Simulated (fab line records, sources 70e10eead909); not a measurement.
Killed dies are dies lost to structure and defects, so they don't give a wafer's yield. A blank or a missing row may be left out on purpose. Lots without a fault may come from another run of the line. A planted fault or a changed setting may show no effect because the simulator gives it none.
fab line records | flow nand_harc
record lots=6 wafers=18 last_day=24
route steps=1159 shown A_CONTACT@960 A_BLC@964 END@1159
lots that met no fault: from a run of the same line without faults
start_h: hours from the record's first day to the start of the lot's first wafer shown | wait_h: hours since the lot's step before | " the same as in the row above | L1.1+2: a row that stands for several wafers | - no value, or no start given | * or withheld: withheld | < > ~ a bound
route shown NAME@n: a module of which the file shows steps, and the number in the route of the first | usual: mean/standard deviation of fault-free wafers | same: alike in all rows | chamber/n: place in a boat | sites: the reading at each site | _std_site: their standard deviation | _edge_site: outer sites' mean less inner sites' | radius_mm: how far each site lies from the wafer's centre | mask NAME#n: copy n | behind: the tool/chamber that last shaped the wafer | hold: why the lot was held/for how many hours/how that ended | device: the transistor (n, p or np) that didn't switch | end of line: the same wafers' tests at the end of the route | a step without rows: its recipe alone | killed: dies lost to structure and defects at the first sort, not the wafer's yield | map: a wafer's dies, x killed, . not, _ none there
set.NAME: the setting as run; set.NAME@STEP: as run at that earlier step | model.NAME: the simulator's own value behind a step, which no gauge read
lots at some steps of the route; a table a step, a row a wafer
services: from which hour (start_h, from the record's first day; less than 0 if before it) a tool's chamber was out of use, for how many hours, and why
## steps
# step NHARC_A_CONTACT_CMP_20
# recipe t_overpolish_s=30 target_thk_nm=300
# usual motor_current_A=12.9/1.3 overpolish_run_s=30.000/0.0091 time_to_endpoint_s=60/3.5
# columns lot.wafer tool chamber start_h wait_h motor_current_A overpolish_run_s time_to_endpoint_s
L455.3 cmp-04 3 395.91 0.5 11.3 29.995 59
L455.1 " 0 " " 14.4 30.012 60
L455.4 " 2 " " 11.2 30.002 59
L456.1 cmp-03 2 418.11 0.7 10.5 30.014 64
L456.4 " 3 " " 13.1 29.993 65
L456.2 " 0 " " 15.5 30.001 62
L464.2 cmp-01 2 465.30 0.8 11.6 29.992 60
L464.4 " 0 " " 13.6 30.009 60
L464.3 " 1 " " 11.7 29.996 62
L465.4 cmp-01 3 466.00 0.4 12.3 30.004 64
L465.1 " 1 " " 12.4 29.998 61
L465.6 " 3 " " 12.7 29.985 64
L467.1 cmp-04 1 493.52 0.8 15.4 29.995 56
L467.3 " 3 " " 11.5 29.991 58
L467.6 " 0 " " 14.5 30.008 60
L473.4 cmp-04 3 504.11 0.5 10.6 30.002 58
L473.2 " 0 " " 15.2 29.999 59
L473.6 " 3 " " 11.6 30.000 56
# step NHARC_A_CONTACT_SRD_22
# step NHARC_A_CONTACT_INSPECT_23
# usual raw_defect_count=430/130
# columns lot.wafer tool chamber start_h wait_h raw_defect_count
L455.1 defect_inspect-02 - 396.31 0.1 354
L455.3 " - " " 556
L455.4 " - " " 421
L456.1 defect_inspect-01 - 418.48 0.1 544
L456.2 " - " " 749
L456.4 " - " " 569
L464.2 defect_inspect-02 - 465.71 0.1 327
L464.3 " - " " 592
L464.4 " - " " 411
L465.1 defect_inspect-01 - 466.38 0.1 480
L465.4 " - " " 402
L465.6 " - " " 400
L467.1 defect_inspect-01 - 493.90 0.1 309
L467.3 " - " " 306
L467.6 " - " " 213
L473.2 defect_inspect-02 - 504.52 0.1 603
L473.4 " - " " 476
L473.6 " - " " 518
# step NHARC_A_BLC_DEHYDRATE_00
# recipe temp_c=150 time_s=120
# step NHARC_A_BLC_HMDS_01
# recipe time_s=30
# step NHARC_A_BLC_COAT_02
# recipe temp_c=260 time_s=75
# step NHARC_A_BLC_COAT_03
# recipe temp_c=225 time_s=65
# step NHARC_A_BLC_COAT_04
# recipe spin_rpm=1500 resist_thk_nm=90
# step NHARC_A_BLC_SOFTBAKE_05
# recipe temp_c=105 time_s=55
# step NHARC_A_BLC_EBR_06
# step NHARC_A_BLC_EXPOSE_07
# recipe na=1.35 target_cd_nm=100 dose_mj=67.97 mask_id=A_BLC
# step NHARC_A_BLC_PEB_08
# recipe peb_temp_c=100 peb_time_s=65
# usual heater_power_total_W=156.7/0.4 plate_temp_C=100.01/0.14
# columns lot.wafer tool chamber start_h wait_h heater_power_total_W plate_temp_C
L455.1 litho_track-01 0 396.74 0.1 156.8 99.98
L455.3 " 0 " " 157.2 99.86
L455.4 " 0 " " 156.3 99.70
L456.1 litho_track-04 0 418.79 0.1 157.1 100.07
L456.2 " 0 " " 156.1 99.96
L456.4 " 0 " " 156.0 100.25
L464.2 litho_track-01 0 466.14 0.1 150.0 97.11
L464.3 " 0 " " 149.9 97.19
L464.4 " 0 " " 149.7 97.06
L465.1 litho_track-06 0 466.81 0.1 157.2 100.03
L465.4 " 0 " " 156.8 100.00
L465.6 " 0 " " 157.0 99.92
L467.1 litho_track-01 0 494.33 0.1 150.1 97.06
L467.3 " 0 " " 149.6 97.01
L467.6 " 0 " " 150.5 97.14
L473.2 litho_track-04 0 504.95 0.1 156.6 99.90
L473.4 " 0 " " 157.2 99.82
L473.6 " 0 " " 156.7 100.06
# step NHARC_A_BLC_DEVELOP_09
# recipe develop_time_s=35 dev_temp_c=23
# step NHARC_A_BLC_CD_MEAS_10
# recipe target_cd_nm=100 landing_energy_ev=500
# usual cd_nm=100.1/0.52
# columns lot.wafer tool chamber start_h wait_h cd_nm
L455.1 cd_sem-01 0 396.82 - 99.8
L455.3 " 0 " " 100.2
L455.4 " 0 " " 100.5
L456.1 cd_sem-01 0 418.87 - 100.6
L456.2 " 0 " " 99.6
L456.4 " 0 " " 99.7
L464.2 cd_sem-02 0 466.22 - 89.1
L464.3 " 0 " " 88.8
L464.4 " 0 " " 88.4
L465.1 cd_sem-03 0 466.89 - 100.1
L465.4 " 0 " " 99.4
L465.6 " 0 " " 99.6
L467.1 cd_sem-03 0 494.41 - 90.9
L467.3 " 0 " " 91.4
L467.6 " 0 " " 91.0
L473.2 cd_sem-03 0 505.03 - 101.1
L473.4 " 0 " " 100.6
L473.6 " 0 " " 100.8
# step NHARC_A_BLC_OVL_MEAS_11
# usual overlay_x_nm=0.1/0.7 overlay_y_nm=0.1/0.94
# columns lot.wafer tool chamber start_h wait_h overlay_x_nm overlay_y_nm
L455.1 overlay-01 - 396.92 - -0.2 1.2
L455.3 " - " " 0.3 1.2
L455.4 " - " " 0.4 1.9
L456.1 overlay-02 - 418.96 - 1.0 1.9
L456.2 " - " " 1.0 1.8
L456.4 " - " " 1.4 1.6
L464.2 overlay-01 - 466.30 - 0.7 0.0
L464.3 " - " " 0.1 -0.5
L464.4 " - " " -0.6 -0.1
L465.1 overlay-01 - 466.98 - 0.1 0.3
L465.4 " - " " 0.2 -0.1
L465.6 " - " " 0.3 0.1
L467.1 overlay-02 - 494.50 - -0.3 -1.1
L467.3 " - " " -0.6 -1.3
L467.6 " - " " 0.1 -0.5
L473.2 overlay-02 - 505.11 - 0.2 -1.2
L473.4 " - " " 0.3 -0.5
L473.6 " - " " -0.2 -0.8
# step NHARC_A_BLC_INSPECT_12
# usual raw_defect_count=29/12
# columns lot.wafer tool chamber start_h wait_h raw_defect_count
L455.1 defect_inspect-02 - 396.96 0.0 18
L455.3 " - " " 22
L455.4 " - " " 20
L456.1 defect_inspect-01 - 419.00 0.0 12
L456.2 " - " " 13
L456.4 " - " " 12
L464.2 defect_inspect-02 - 466.34 0.0 33
L464.3 " - " " 26
L464.4 " - " " 29
L465.1 defect_inspect-02 - 467.02 0.0 13
L465.4 " - " " 14
L465.6 " - " " 11
L467.1 defect_inspect-02 - 494.53 0.0 22
L467.3 " - " " 22
L467.6 " - " " 17
L473.2 defect_inspect-02 - 505.15 0.0 16
L473.4 " - " " 16
L473.6 " - " " 21
# step NHARC_A_BLC_DESCUM_15
# recipe time_s=3 o2_flow_sccm=200 ar_flow_sccm=0 bias_power_w=0 chemistry=O2
# usual drypump_motor_current_A=5.6/0.48 oes_product_au=1.000/0.0069 rf_vpp_V=57.7/0.87 showerhead_plenum_p_Torr=1.90/0.074 throttle_valve_pct=11.311/0.0097
# columns lot.wafer tool chamber start_h wait_h drypump_motor_current_A oes_product_au rf_hours_counter_h rf_vpp_V showerhead_plenum_p_Torr throttle_valve_pct model.A_BLC.cd_nm
L455.3 rie_diel-10 2 397.02 0.1 5.3 0.997 14 57.1 1.79 11.318 100
L455.1 " 3 " " 5.0 0.996 11 57.5 1.87 11.309 100.2
L455.4 " 0 " " 5.6 1.017 11 57.3 1.85 11.318 100.9
L456.4 rie_diel-03 1 419.07 0.1 5.8 0.991 2 57.9 1.89 11.305 100.2
L456.2 " 2 " " 5.0 0.999 2 56.5 1.84 11.313 100.1
L456.1 " 3 " " 5.0 1.002 2 58.7 1.88 11.313 100.2
L464.4 rie_diel-03 0 466.40 0.1 6.0 0.997 6 58.2 1.98 11.318 88.37
L464.2 " 1 " " 5.9 0.987 5 57.3 1.88 11.297 89.32
L464.3 " 3 " " 4.9 0.999 6 58.5 1.88 11.303 88.69
L465.1 rie_diel-10 3 467.08 0.1 5.0 1.010 37 58.1 1.86 11.325 99.55
L465.6 " 3 " " 5.0 1.000 - 56.3 1.86 11.301 99.24
L465.4 " 1 " " 5.9 1.002 - 57.3 1.78 11.305 99.08
L467.1 rie_diel-04 3 494.60 0.1 6.5 1.013 1 57.9 1.92 11.313 91.61
L467.3 " 0 " " 5.3 0.999 1 57.9 2.02 11.319 91.85
L467.6 " 3 " " 6.5 1.004 - 57.7 1.92 11.310 91.45
L473.2 rie_diel-03 3 505.22 0.1 5.0 1.005 11 58.7 1.88 11.321 100.6
L473.4 " 1 " " 5.8 0.997 10 57.9 1.88 11.330 101.2
L473.6 " 3 " " 5.0 1.002 - 58.7 1.88 11.315 100.7
# step NHARC_A_BLC_ETCH_16
# recipe target_depth_a=390 over_etch_frac=0.3 time_s=65 ion_energy_ev=80 cf4_flow_sccm=150 ar_flow_sccm=0 rf_w=300 bias_w=100 chemistry=CF4
# usual drypump_motor_current_A=5.5/0.47 oes_product_au=1.000/0.0074 rf_vpp_V=151.3/1.2 showerhead_plenum_p_Torr=1.76/0.065 throttle_valve_pct=13.284/0.008
# columns lot.wafer tool chamber start_h wait_h drypump_motor_current_A oes_product_au rf_hours_counter_h rf_vpp_V showerhead_plenum_p_Torr throttle_valve_pct
L455.4 rie_diel-10 2 397.10 0.1 5.3 1.004 14 148.8 1.67 13.279
L455.1 " 3 " " 5.0 1.000 11 149.9 1.73 13.301
L455.3 " 1 " " 5.9 0.986 14 149.8 1.66 13.295
L456.2 rie_diel-03 3 419.15 0.1 5.0 0.985 2 150.7 1.74 13.281
L456.4 " 0 " " 6.0 0.995 2 152.1 1.83 13.286
L456.1 " 1 " " 5.8 0.996 2 151.3 1.75 13.287
L464.2 rie_diel-03 1 466.48 0.1 5.8 0.989 5 151.9 1.74 13.294
L464.3 " 2 " " 5.0 0.995 6 150.5 1.71 13.291
L464.4 " 3 " " 5.0 0.991 6 151.0 1.74 13.291
L465.1 rie_diel-10 3 467.28 0.2 5.0 1.006 37 152.4 1.73 13.283
L465.4 " 0 " " 5.5 1.018 - 150.6 1.71 13.285
L465.6 " 3 " " 5.0 1.004 - 150.6 1.73 13.290
L467.1 rie_diel-04 1 494.68 0.1 5.2 1.015 1 153.2 1.87 13.279
L467.3 " 2 " " 5.3 1.004 1 152.4 1.77 13.292
L467.6 " 2 " " 5.3 1.020 - 152.4 1.77 13.283
L473.2 rie_diel-03 0 505.29 0.1 6.1 1.000 11 153.4 1.83 13.287
L473.4 " 3 " " 5.0 0.995 11 151.4 1.74 13.289
L473.6 " 1 " " 5.9 1.004 - 151.3 1.74 13.270
# step NHARC_A_BLC_ETCH_17
# recipe target_depth_a=3900 over_etch_frac=0.25 time_s=609.38 ion_energy_ev=200 n2_flow_sccm=150 h2_flow_sccm=150 ar_flow_sccm=0 rf_w=400 bias_w=150 chemistry=N2/H2
# usual drypump_motor_current_A=5.5/0.46 oes_product_au=1.000/0.0063 rf_vpp_V=430.0/2.4 showerhead_plenum_p_Torr=2.03/0.083 throttle_valve_pct=14.171/0.0093
# columns lot.wafer tool chamber start_h wait_h drypump_motor_current_A oes_product_au rf_hours_counter_h rf_vpp_V showerhead_plenum_p_Torr throttle_valve_pct
L455.3 rie_diel-10 1 - - 5.8 0.992 14 426.1 1.90 14.166
L455.1 " 2 " " 5.3 0.991 14 427.0 1.91 14.166
L455.4 " 0 " " 5.6 1.002 11 430.3 1.97 14.172
L456.2 rie_diel-03 3 - - 5.0 0.990 2 429.1 2.00 14.179
L456.1 " 1 " " 5.8 0.994 2 430.0 2.01 14.176
L456.4 " 2 " " 5.0 0.996 2 427.9 1.96 14.177
L464.2 rie_diel-03 2 - - 5.0 1.002 6 428.7 1.96 14.156
L464.3 " 0 " " 6.1 0.997 6 432.6 2.12 14.167
L464.4 " 1 " " 5.9 0.999 5 429.9 2.01 14.179
L465.1 rie_diel-10 0 - - 5.6 0.998 36 428.1 1.96 14.166
L465.4 " 3 " " 5.0 0.993 - 428.1 1.99 14.175
L465.6 " 0 " " 5.6 0.998 - 426.1 1.96 14.178
L467.1 rie_diel-04 0 - - 5.3 0.996 1 435.0 2.16 14.181
L467.3 " 2 " " 5.3 0.999 1 430.2 2.04 14.164
L467.6 " 1 " " 5.3 0.997 - 433.3 2.17 14.149
L473.2 rie_diel-03 3 - - 5.0 0.998 12 430.5 2.00 14.174
L473.4 " 1 " " 5.8 0.988 10 428.4 2.01 14.170
L473.6 " 2 " " 5.0 0.996 - 428.5 1.96 14.168
# step NHARC_A_BLC_ETCH_18
# recipe target_depth_a=9100 c4f8_flow_sccm=20 o2_flow_sccm=10 ar_flow_sccm=withheld rf_w=600 bias_w=1500 chemistry=C4F8/O2/Ar
# usual oes_product_au=0.946/0.024 rf_vpp_V=977/5.3
# columns lot.wafer tool chamber start_h wait_h oes_product_au rf_hours_counter_h rf_vpp_V model.A_BLC.cd_nm
L455.1 rie_diel-10 1 - - 0.979 14 971 101.4
L455.3 " 2 " " 0.961 14 970 98.96
L455.4 " 3 " " 0.961 12 975 102.4
L456.2 rie_diel-03 3 - - 0.981 3 977 99.42
L456.1 " 0 " " 0.964 2 982 100.2
L456.4 " 2 " " 0.984 2 973 101.2
L464.2 rie_diel-03 3 - - 0.975 7 975 89.89
L464.3 " 1 " " 0.962 6 976 88.19
L464.4 " 2 " " 0.989 6 973 86.69
L465.1 rie_diel-10 1 - - 0.922 38 970 101
L465.6 " 0 " " 0.926 - 972 100.3
L465.4 " 1 " " 0.924 - 970 100.9
L467.3 rie_diel-04 1 - - 0.978 2 986 90.06
L467.1 " 0 " " 0.961 2 986 90.25
L467.6 " 2 " " 0.964 - 977 91.36
L473.2 rie_diel-03 2 - - 0.929 10 972 99.95
L473.4 " 3 " " 0.924 12 974 100
L473.6 " 2 " " 0.930 - 973 101.1
# step NHARC_A_BLC_CD_MEAS_19
# usual cd_nm=100.2/1.3
# columns lot.wafer tool chamber start_h wait_h cd_nm
L455.1 cd_sem-03 - 398.00 - 101.1
L455.3 " - " " 98.9
L455.4 " - " " 102.4
L456.1 cd_sem-03 - 420.03 - 100.1
L456.2 " - " " 99.4
L456.4 " - " " 101.2
L464.2 cd_sem-01 - 467.37 - 89.8
L464.3 " - " " 88.1
L464.4 " - " " 86.7
L465.1 cd_sem-01 - 468.31 - 101.0
L465.4 " - " " 101.0
L465.6 " - " " 100.3
L467.1 cd_sem-01 - 495.56 - 90.5
L467.3 " - " " 89.9
L467.6 " - " " 91.0
L473.2 cd_sem-03 - 506.18 - 99.5
L473.4 " - " " 100.2
L473.6 " - " " 101.0
# step NHARC_A_BLC_STRIP_29
# recipe cf4_flow_sccm=150 ar_flow_sccm=0 bias_w=0 chemistry=CF4
# usual drypump_motor_current_A=5.5/0.5 oes_product_au=1.001/0.0067 rf_vpp_V=59.5/0.88 showerhead_plenum_p_Torr=1.78/0.06 throttle_valve_pct=13.282/0.0091
# columns lot.wafer tool chamber start_h wait_h drypump_motor_current_A oes_product_au rf_hours_counter_h rf_vpp_V showerhead_plenum_p_Torr throttle_valve_pct
L455.1 rie_diel-10 3 398.07 0.1 5.0 0.993 12 60.1 1.73 13.298
L455.3 " 0 " " 5.6 0.999 11 58.7 1.71 13.289
L455.4 " 1 " " 5.9 0.998 14 60.6 1.66 13.290
L456.1 rie_diel-03 1 420.10 0.1 5.9 0.995 2 58.7 1.75 13.284
L456.4 " 2 " " 5.0 1.000 2 58.7 1.71 13.286
L456.2 " 0 " " 6.1 0.996 2 58.8 1.83 13.288
L464.2 rie_diel-03 3 467.44 0.1 5.0 0.996 7 60.8 1.74 13.296
L464.3 " 0 " " 6.1 1.001 6 60.4 1.83 13.284
L464.4 " 1 " " 5.8 0.995 6 59.9 1.74 13.292
L465.1 rie_diel-03 3 468.39 0.1 4.9 1.004 7 60.2 1.74 13.290
L465.4 " 1 " " 5.9 1.003 6 58.3 1.74 13.295
L465.6 " 3 " " 5.0 0.995 - 58.2 1.74 13.294
L467.3 rie_diel-03 2 495.65 0.1 5.1 0.999 9 58.5 1.71 13.287
L467.1 " 3 " " 5.0 1.010 10 58.7 1.74 13.268
L467.6 " 2 " " 5.0 1.001 - 59.9 1.71 13.286
L473.4 rie_diel-04 1 506.27 0.1 5.2 0.999 3 58.8 1.87 13.291
L473.2 " 2 " " 5.3 0.992 3 58.4 1.77 13.287
L473.6 " 0 " " 5.3 0.999 - 60.7 1.86 13.269
# step NHARC_END_SORT_01
# recipe temp_c=25
# usual killed_at_array=24/7.4 killed_at_other=0.5/0.81 killed_at_periphery=3.4/2.3 killed_dies=28/8 killed_open=3.4/1.8 killed_short=2.0/1.4
# same gross_dies=677
# columns lot.wafer tool chamber start_h wait_h killed_at_array killed_at_other killed_at_periphery killed_dies killed_open killed_short
L464.2 prober-02 0 525.66 2.8 30 0 1 31 1 2
L464.3 prober-02 0 526.46 3.1 47 1 2 50 4 4
L464.4 prober-02 0 527.26 3.4 54 0 2 56 4 1
L467.1 prober-01 0 553.76 2.5 27 0 0 27 2 1
L467.3 prober-01 0 555.37 3.1 26 3 2 31 2 0
L467.6 prober-01 0 557.79 4.0 22 1 2 25 3 0
# killed by level:class
L464.2 A_CHANNEL_HOLE_D1:chamber_film_flake=17 A_BLC:area_peb=6 A_STAIRCASE:chamber_film_flake=2 A_CONTACT:chamber_film_flake=2 A_CHANNEL_HOLE_D1:geometric_particle:short=1 A_STAIRCASE:geometric_particle:short=1 A_BLC:geometric_particle:open=1 P_ZERO_WELL:chamber_film_flake=1
L464.3 A_BLC:area_peb=27 A_CHANNEL_HOLE_D1:chamber_film_flake=6 A_STAIRCASE:chamber_film_flake=6 A_ONON_D1:geometric_particle:short=2 A_ONON_D1:geometric_particle:open=2 P_STI:geometric_particle:short=1 A_WL_FILL:geometric_particle:open=1 A_M0:geometric_particle:short=1
L464.4 A_BLC:area_peb=27 A_CHANNEL_HOLE_D1:chamber_film_flake=17 A_STAIRCASE:chamber_film_flake=6 A_M0:geometric_particle:open=2 P_GATE:geometric_particle:short=1 P_M2:geometric_particle:open=1 A_CHANNEL_FILL_D1:geometric_particle:open=1 A_ZERO_WELL:chamber_film_flake=1
L467.1 A_STAIRCASE:chamber_film_flake=10 A_CONTACT:chamber_film_flake=5 A_CHANNEL_HOLE_D1:chamber_film_flake=3 A_WL_FILL:chamber_film_flake=3 A_BLC:area_peb=3 A_M0:geometric_particle:open=2 A_M1:geometric_particle:short=1
L467.3 A_STAIRCASE:chamber_film_flake=10 A_CHANNEL_HOLE_D1:chamber_film_flake=6 A_CONTACT:chamber_film_flake=5 A_BLC:area_peb=5 THIN_TSV:chamber_film_flake=3 P_CONTACT:geometric_particle:open=2
L467.6 A_CHANNEL_HOLE_D1:chamber_film_flake=5 A_STAIRCASE:chamber_film_flake=5 A_CONTACT:chamber_film_flake=4 A_BLC:area_peb=3 A_M0:geometric_particle:open=2 A_CONTACT:geometric_particle:open=1 P_STI:chamber_film_flake=1 P_GATE:chamber_film_flake=1
## services
# columns tool chamber start_h hours kind
rie_diel-04 1 372.98 6.7 repair
cmp-04 - 373.42 2.4 repair
rie_diel-03 0 373.75 1.7 repair
cmp-01 - 375.50 4.0 pm
rie_diel-03 - 392.52 9.0 pm
rie_diel-03 0 392.52 9.0 vent_cycle
rie_diel-03 1 392.52 9.0 vent_cycle
rie_diel-03 2 392.52 9.0 vent_cycle
rie_diel-03 3 392.52 9.0 vent_cycle
rie_diel-04 - 396.78 0.3 repair
cmp-04 - 399.08 4.0 pm
rie_diel-03 0 401.52 - clean
rie_diel-10 2 425.16 2.2 repair
litho_track-01 - 443.00 7.0 pm
rie_diel-10 2 445.18 28.2 repair
cmp-03 - 450.16 4.0 pm
rie_diel-04 - 465.90 9.0 pm
litho_track-06 - 467.00 7.0 pm
rie_diel-03 2 471.40 2.2 repair
cmp-01 - 473.50 4.0 pm
rie_diel-03 1 483.38 5.1 repair
litho_track-04 - 491.00 7.0 pm
cmp-04 - 497.19 4.0 pm
cmp-04 - 502.11 1.0 repair
## key
first_sign step=NHARC_A_BLC_PEB_08 reading=plate_temp_C direction=down sigmas=21 usual=* struck=*
effect step=NHARC_A_BLC_PEB_08 reading=heater_power_total_W direction=down sigmas=17 usual=* struck=*
effect step=NHARC_A_BLC_CD_MEAS_10 reading=cd_nm direction=down sigmas=19 usual=100.1 struck=89.9 through=control_loop
effect step=NHARC_A_BLC_CD_MEAS_19 reading=cd_nm direction=down sigmas=8.1 usual=100.2 struck=89.3 through=control_loop
model_effect step=NHARC_A_BLC_DESCUM_15 value=A_BLC.cd_nm without=100.4 struck=90.22
model_effect step=NHARC_A_BLC_ETCH_18 value=A_BLC.cd_nm without=99.6 struck=89.4
met_at NHARC_A_BLC_PEB_08
struck_wafers L464.2,L464.3,L464.4,L467.1,L467.3,L467.6
tester_left_out L464,L467
loop_trim step=NHARC_A_BLC_EXPOSE_07 setting=dose lots=L467
onset_between 396.74 466.14
fault kind=process_parameter_drift tool=litho_track-01 chamber=- onset_h=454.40 steps=NHARC_A_BLC_PEB_08 channel=peb_temp_c offset=* shape=step end_h=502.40 acts_in=* stated=*
# tester_left_out: of these lots the tester's yield and bins aren't shown, on N5 and GAA mostly nor the transistor test; their killed dies are dies lost to structure and defects alone, not to doping, threshold or leakage, so they don't give the yield
# loop_trim: a control loop set the setting to another value than it would have without faults
